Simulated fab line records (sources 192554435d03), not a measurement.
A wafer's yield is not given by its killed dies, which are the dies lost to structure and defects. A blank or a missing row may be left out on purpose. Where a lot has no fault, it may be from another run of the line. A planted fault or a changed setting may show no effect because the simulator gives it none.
The tool behind it: which one? | flow n5 finfet | route of 1938 steps, sampled at 1 step: 10 lots, 29 wafers

== WHAT THE GAUGES SHOWED, per wafer ==
N5_BEOL_M10_INSPECT_58: inspects for defects (darkfield). Usual: 72 for raw defect count, sd 22.
lot  | measured     | on                | raw defect count | flag
L832 | day 12 18:17 | defect inspect-01 | 60 53 65         |
L836 | day 13 07:49 | defect inspect-01 | 102 57 93        |
L838 | day 13 18:34 | defect inspect-02 | 64 82 71         |
L839 | day 14 00:32 | defect inspect-01 | 54 45 61         |
L837 | day 14 02:48 | defect inspect-01 | 109 116 91       |
L840 | day 14 07:12 | defect inspect-01 | 78 40 57         |
L846 | day 16 07:40 | defect inspect-01 | 108 59           |
L847 | day 16 20:32 | defect inspect-01 | 66 76 85         |
L853 | day 18 02:15 | defect inspect-01 | 64 104 85        |
L852 | day 18 08:26 | defect inspect-01 | 98 65 55         |

== WHAT TOOL EACH LOT RAN ON (gives the tool, then ch and the chambers of the sampled wafers, and finally the start) ==
Record: no process step prior to these readings.

== AS READ BY THE TOOLS THEMSELVES (means over the sampled wafers that have a number; for cases with no such wafer, the mark the record gives instead) ==
The record holds no such reading with a usual standard deviation.

== THE ANSWER, worked out from the rows above alone ==
Rule: lot off if the mean of its wafers having a number is beyond 3 standard deviations from the usual mean. Also off: a lot with no number at a reading for which 4 or more lots have one. Any other lot the step has rows for is counted as sound. After the gauges, taken in route order, come the tools' own readings; for these a lot's mean is taken, as printed above. The first step at which some lot is off is used, and at that step the reading that is off furthest; a lot without a number counts as furthest.
None of the lots is off at any reading shown; this tells nothing.

== WHAT THE SIMULATOR HAD INSERTED ==
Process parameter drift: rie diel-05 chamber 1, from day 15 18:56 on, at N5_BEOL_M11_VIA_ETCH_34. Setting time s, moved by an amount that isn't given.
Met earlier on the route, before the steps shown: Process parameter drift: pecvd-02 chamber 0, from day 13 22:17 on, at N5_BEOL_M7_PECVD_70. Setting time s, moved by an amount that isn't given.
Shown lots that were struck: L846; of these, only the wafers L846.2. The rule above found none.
